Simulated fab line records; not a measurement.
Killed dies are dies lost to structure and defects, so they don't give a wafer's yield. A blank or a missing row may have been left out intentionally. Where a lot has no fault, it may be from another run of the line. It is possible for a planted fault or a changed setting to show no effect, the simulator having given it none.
Which tool was responsible? + flow nandHarc + 12 lots with 36 wafers sampled at 4 steps, on a route of 1159 steps

== WHAT EACH GAUGE READ, for each wafer ==
No reading from a measuring or inspecting step in the record can be judged against a usual standard deviation.

== EACH LOT AND THE TOOL THAT RAN IT (in order: tool; ch and the chambers of the sampled wafers; start) ==
| lot  | NHARC_A_SLIT_ETCH_17            | NHARC_A_SLIT_STRIP_18                        | NHARC_A_WL_FILL_ALD_02             | NHARC_A_WL_FILL_STRIP_29          |
|------|---------------------------------|----------------------------------------------|------------------------------------|-----------------------------------|
| L222 | harEtch-02 ch 1, day 14 18:06   | rieDiel-03 ch 1,2,3, day 15 05:06 or earlier | aldMetal-01 ch 0,2,3, day 15 05:06 | rieDiel-11 ch 1,3, day 15 22:05   |
| L223 | harEtch-01 ch 0,1, day 14 18:14 | rieDiel-04 ch 0,2, day 15 05:03 or earlier   | aldMetal-02 ch 2,3, day 15 05:03   | rieDiel-13 ch 0,3, day 15 22:34   |
| L220 | harEtch-01 ch 0, day 14 20:19   | rieDiel-03 ch 0,3, day 15 05:14 or earlier   | aldMetal-02 ch 1,2,3, day 15 05:14 | rieDiel-08 ch 1,2,3, day 16 01:53 |
| L225 | harEtch-01 ch 0, day 15 09:01   | rieDiel-09 ch 1,2,3, day 15 19:53 or earlier | aldMetal-01 ch 1,2,3, day 15 19:53 | rieDiel-13 ch 0,1,3, day 16 10:22 |
| L226 | harEtch-02 ch 0,1, day 15 17:55 | rieDiel-09 ch 0,1,2, day 16 04:21 or earlier | aldMetal-01 ch 0,2,3, day 16 04:21 | rieDiel-13 ch 0,2,3, day 16 22:29 |
| L227 | harEtch-02 ch 0,1, day 16 03:41 | rieDiel-03 ch 0,2,3, day 16 14:41 or earlier | aldMetal-02 ch 0,1, day 16 14:41   | rieDiel-08 ch 0,2, day 17 07:20   |
| L230 | harEtch-02 ch 0,1, day 16 23:01 | rieDiel-03 ch 0,3, day 17 09:28 or earlier   | aldMetal-03 ch 0,2,3, day 17 09:28 | rieDiel-11 ch 0,1, day 18 01:15   |
| L233 | harEtch-01 ch 0,1, day 17 08:13 | rieDiel-09 ch 1,2,3, day 17 19:04 or earlier | aldMetal-01 ch 0,2,3, day 17 19:04 | rieDiel-13 ch 0,1,2, day 18 09:10 |
| L231 | harEtch-02 ch 0,1, day 17 16:04 | rieDiel-04 ch 2,3, day 18 02:44 or earlier   | aldMetal-01 ch 1,2, day 18 02:44   | rieDiel-11 ch 0,3, day 18 19:50   |
| L238 | harEtch-02 ch 1, day 18 23:25   | rieDiel-04 ch 0,1,3, day 19 11:41 or earlier | aldMetal-03 ch 2,3, day 19 11:41   | rieDiel-11 ch 0,1,2, day 20 03:46 |
| L239 | harEtch-01 ch 1, day 19 11:54   | rieDiel-04 ch 0,1,2, day 19 23:11 or earlier | aldMetal-03 ch 1,2, day 19 23:11   | rieDiel-11 ch 0,1,2, day 20 19:48 |
| L242 | harEtch-02 ch 0,1, day 19 12:16 | rieDiel-09 ch 0,1,3, day 19 22:38 or earlier | aldMetal-03 ch 0,2,3, day 19 22:38 | rieDiel-13 ch 0,1,2, day 20 13:19 |
- NHARC_A_SLIT_ETCH_17: etches the open film in C4F8/O2/Ar, time 1687.5 s, target depth 10100 nm.
- NHARC_A_SLIT_STRIP_18: strips in O2.
- NHARC_A_WL_FILL_ALD_02: deposits TiN, target thk 2 nm, pulse time 3 s, ald cycles 100.
- NHARC_A_WL_FILL_STRIP_29: strips in O2, time 20 s.

== AS READ BY THE TOOLS THEMSELVES (means over the sampled wafers that have a number; for cases with no such wafer, the mark the record gives instead) ==
NHARC_A_SLIT_ETCH_17. Usual: drypumpMotorCurrentA 6.0 A, standard deviation 0.84; heBacksideLeakSccm 5.5 sccm, standard deviation 0.38; showerheadPlenumPTorr 3.69 Torr, standard deviation 0.079; throttleValvePct 32.045 %, standard deviation 0.01.
| lot  | tool       | drypumpMotorCurrentA (A) | heBacksideLeakSccm (sccm) | showerheadPlenumPTorr (Torr) | throttleValvePct (%) | flag |
|------|------------|--------------------------|---------------------------|------------------------------|----------------------|------|
| L222 | harEtch-02 | 6.8                      | 5.9                       | 3.75                         | 32.048               |      |
| L223 | harEtch-01 | 6.4                      | 5.1                       | 3.64                         | 32.041               |      |
| L220 | harEtch-01 | 6.4                      | 5.3                       | 3.56                         | 32.040               |      |
| L225 | harEtch-01 | 6.4                      | 5.4                       | 3.56                         | 32.056               |      |
| L226 | harEtch-02 | 6.1                      | 5.6                       | 3.72                         | 32.050               |      |
| L227 | harEtch-02 | 6.1                      | 5.7                       | 3.72                         | 32.037               |      |
| L230 | harEtch-02 | 5.5                      | 5.6                       | 3.69                         | 32.046               |      |
| L233 | harEtch-01 | 6.4                      | 5.2                       | 3.63                         | 32.043               |      |
| L231 | harEtch-02 | 5.5                      | 5.7                       | 3.69                         | 32.049               |      |
| L238 | harEtch-02 | 6.8                      | 5.9                       | 3.72                         | 32.043               |      |
| L239 | harEtch-01 | 6.3                      | 5.0                       | 3.77                         | 32.039               |      |
| L242 | harEtch-02 | 5.5                      | 5.7                       | 3.68                         | 32.039               |      |

NHARC_A_SLIT_STRIP_18. Usual: drypumpMotorCurrentA 5.6 A, standard deviation 0.43; oesProductAu 1.002 a.u., standard deviation 0.0063; rfVppV 57.8 V, standard deviation 0.88; showerheadPlenumPTorr 3.55 Torr, standard deviation 0.14; throttleValvePct 17.037 %, standard deviation 0.0083.
| lot  | tool       | drypumpMotorCurrentA (A) | oesProductAu (a.u.) | rfVppV (V) | showerheadPlenumPTorr (Torr) | throttleValvePct (%) | flag |
|------|------------|--------------------------|---------------------|------------|------------------------------|----------------------|------|
| L222 | rieDiel-03 | 5.2                      | 1.002               | 57.8       | 3.48                         | 17.035               |      |
| L223 | rieDiel-04 | 6.1                      | 1.000               | 58.1       | 3.59                         | 17.037               |      |
| L220 | rieDiel-03 | 5.4                      | 1.003               | 57.8       | 3.67                         | 17.037               |      |
| L225 | rieDiel-09 | 5.5                      | 0.999               | 58.1       | 3.61                         | 17.037               |      |
| L226 | rieDiel-09 | 5.9                      | 1.007               | 57.4       | 3.66                         | 17.046               |      |
| L227 | rieDiel-03 | 5.2                      | 1.008               | 58.4       | 3.51                         | 17.030               |      |
| L230 | rieDiel-03 | 5.4                      | 0.996               | 57.7       | 3.67                         | 17.036               |      |
| L233 | rieDiel-09 | 5.5                      | 0.999               | 59.5       | 3.60                         | 17.031               |      |
| L231 | rieDiel-04 | 5.9                      | 1.001               | 58.7       | 3.62                         | 17.044               |      |
| L238 | rieDiel-04 | 5.6                      | 1.005               | 58.0       | 3.52                         | 17.035               |      |
| L239 | rieDiel-04 | 5.8                      | 1.004               | 57.7       | 3.52                         | 17.034               |      |
| L242 | rieDiel-09 | 6.0                      | 0.997               | 57.6       | 3.66                         | 17.037               |      |

NHARC_A_WL_FILL_ALD_02. Usual: heaterPowerW 1031 W, standard deviation 99; precursorPulseHeightRel 1.003, standard deviation 0.022.
| lot  | tool        | heaterPowerW (W) | precursorPulseHeightRel | flag |
|------|-------------|------------------|-------------------------|------|
| L222 | aldMetal-01 | 983              | 1.022                   |      |
| L223 | aldMetal-02 | 1162             | 0.999                   |      |
| L220 | aldMetal-02 | 1059             | 1.003                   |      |
| L225 | aldMetal-01 | 1060             | 0.977                   |      |
| L226 | aldMetal-01 | 988              | 1.004                   |      |
| L227 | aldMetal-02 | 951              | 0.980                   |      |
| L230 | aldMetal-03 | 1008             | 1.016                   |      |
| L233 | aldMetal-01 | 978              | 1.022                   |      |
| L231 | aldMetal-01 | 1085             | 0.994                   |      |
| L238 | aldMetal-03 | 988              | 1.005                   |      |
| L239 | aldMetal-03 | 983              | 1.005                   |      |
| L242 | aldMetal-03 | 1038             | 1.002                   |      |

NHARC_A_WL_FILL_STRIP_29. Usual: drypumpMotorCurrentA 5.7 A, standard deviation 0.57; oesProductAu 1.001 a.u., standard deviation 0.009; rfVppV 57.7 V, standard deviation 0.96; showerheadPlenumPTorr 3.49 Torr, standard deviation 0.15; throttleValvePct 17.036 %, standard deviation 0.0095.
| lot  | tool       | drypumpMotorCurrentA (A) | oesProductAu (a.u.) | rfVppV (V) | showerheadPlenumPTorr (Torr) | throttleValvePct (%) | flag |
|------|------------|--------------------------|---------------------|------------|------------------------------|----------------------|------|
| L222 | rieDiel-11 | 6.4                      | 0.997               | 56.9       | 3.35                         | 17.038               |      |
| L223 | rieDiel-13 | 5.4                      | 1.004               | 57.5       | 3.55                         | 17.038               |      |
| L220 | rieDiel-08 | 5.9                      | 0.993               | 58.0       | 3.58                         | 17.036               |      |
| L225 | rieDiel-13 | 5.1                      | 1.005               | 57.6       | 3.47                         | 17.036               |      |
| L226 | rieDiel-13 | 5.1                      | 0.991               | 57.3       | 3.47                         | 17.030               |      |
| L227 | rieDiel-08 | 6.3                      | 1.000               | 58.3       | 3.64                         | 17.037               |      |
| L230 | rieDiel-11 | 6.4                      | 0.993               | 57.1       | 3.41                         | 17.043               |      |
| L233 | rieDiel-13 | 4.9                      | 1.010               | 57.6       | 3.38                         | 17.045               |      |
| L231 | rieDiel-11 | 5.9                      | 1.013               | 57.7       | 3.40                         | 17.035               |      |
| L238 | rieDiel-11 | 6.0                      | 1.007               | 57.9       | 3.53                         | 17.028               |      |
| L239 | rieDiel-11 | 6.1                      | 1.011               | 57.3       | 3.53                         | 17.034               |      |
| L242 | rieDiel-13 | 5.0                      | 0.995               | 57.2       | 3.38                         | 17.035               |      |

== THE ANSWER, worked out from the rows above alone ==
Rule: a lot is off if the mean of its wafers that have a number lies more than 3 standard deviations from the usual mean. A lot without any number at a reading at which 4 lots or more have one is off too. Where the step has rows for the other lots, those lots are counted as sound. First the gauges in route order, then the tools' own readings, where a lot's mean is used as printed above. The first step at which some lot is off is used, and at that step the reading that is off furthest; a lot without a number counts as furthest.
None of the lots is off at any reading shown; this tells nothing.

== WHAT THE SIMULATOR HAD PUT IN ==
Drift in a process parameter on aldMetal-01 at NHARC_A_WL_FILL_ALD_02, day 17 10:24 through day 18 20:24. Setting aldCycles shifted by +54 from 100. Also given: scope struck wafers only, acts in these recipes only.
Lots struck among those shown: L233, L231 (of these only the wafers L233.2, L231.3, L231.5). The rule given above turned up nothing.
